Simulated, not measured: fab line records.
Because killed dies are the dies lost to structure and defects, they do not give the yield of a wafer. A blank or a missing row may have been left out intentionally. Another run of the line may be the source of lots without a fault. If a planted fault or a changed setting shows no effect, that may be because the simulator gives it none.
Chamber matching | flow n5 finfet | 3 sister chambers for N5_BEOL_M12_ILD_DEP_00 on pecvd-02
The step deposits SiOC from DEMS/O2, target thk 658.92 nm, time 130.7 s. 20 wafers are shown with their chamber, then 10 later ones without.

EACH WAFER AND ITS CHAMBER
wafer  | chamber | heater power w (W) | throttle valve pct (%) | showerhead plenum p Torr (Torr)
L074.3 | 0       | 425                | 12.3                   | 5.673
L074.4 | 0       | 464                | 12.1                   | 5.663
L074.5 | 1       | 530                | 11.8                   | 5.683
L075.2 | 0       | 485                | 12.3                   | 5.667
L075.4 | 2       | 579                | 11.7                   | 5.708
L075.6 | 1       | 552                | 12.0                   | 5.666
L076.1 | 0       | 458                | 12.1                   | 5.673
L076.4 | 0       | 478                | 12.3                   | 5.679
L076.6 | 2       | 678                | 11.9                   | 5.698
L077.1 | 2       | 585                | 11.7                   | 5.693
L077.2 | 0       | 452                | 12.1                   | 5.686
L077.5 | 1       | 548                | 12.1                   | 5.671
L083.1 | 2       | 654                | 11.7                   | 5.699
L083.5 | 1       | 438                | 11.8                   | 5.667
L083.6 | 2       | 697                | 11.9                   | 5.685
L085.3 | 2       | 694                | 11.8                   | 5.693
L085.4 | 1       | 522                | 11.9                   | 5.684
L085.6 | 2       | 565                | 11.9                   | 5.696
L088.3 | 1       | 564                | 11.7                   | 5.682
L088.5 | 1       | 444                | 11.9                   | 5.677

SIGNATURES, as means of the wafers listed above
reading                  | chamber 0 | chamber 1 | chamber 2 | scatter within a chamber
heater power w           | 460.33    | 514.00    | 636.00    | 47.5
throttle valve pct       | 12.200    | 11.886    | 11.800    | 0.116
showerhead plenum p Torr | 5.67350   | 5.67571   | 5.69600   | 0.00763
Rule: distance of a wafer from a chamber = root of the sum over the readings of ((wafer's reading minus chamber's mean) / reading's scatter) squared. If the next closest chamber is less than 2 further off than the closest, the wafer can't be placed; otherwise it belongs to the closest. The scatter: the root of (the sum of the squares of (reading less its chamber's mean) over the shown wafers, divided by (wafers less chambers)).

WAFERS WHOSE CHAMBER IS MISSING
wafer  | heater power w (W) | throttle valve pct (%) | showerhead plenum p Torr (Torr)
L088.6 | 504                | 12.3                   | 5.671
L090.2 | 636                | 12.1                   | 5.704
L090.4 | 661                | 12.0                   | 5.696
L090.5 | 669                | 11.8                   | 5.690
L096.1 | 693                | 11.9                   | 5.697
L096.3 | 413                | 12.5                   | 5.682
L096.6 | 685                | 11.9                   | 5.690
L094.1 | 620                | 11.9                   | 5.689
L094.2 | 509                | 10.7                   | 5.672
L094.6 | 410                | 12.3                   | 5.693

CHAMBER TAKEN BY EACH
wafer  | from the rows above     | in truth
L088.6 | 0                       | 0
L090.2 | 2                       | 2
L090.4 | 2                       | 2
L090.5 | 2                       | 2
L096.1 | 2                       | 2
L096.3 | 0                       | 0
L096.6 | 2                       | 2
L094.1 | can't be placed: 2 or 1 | 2
L094.2 | can't be placed: 1 or 2 | 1
L094.6 | can't be placed: 0 or 1 | 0
Correctly placed: 7 of 10. These rows do not allow placing 3 (true chamber among the candidates in 3). Placed wrongly: 0.
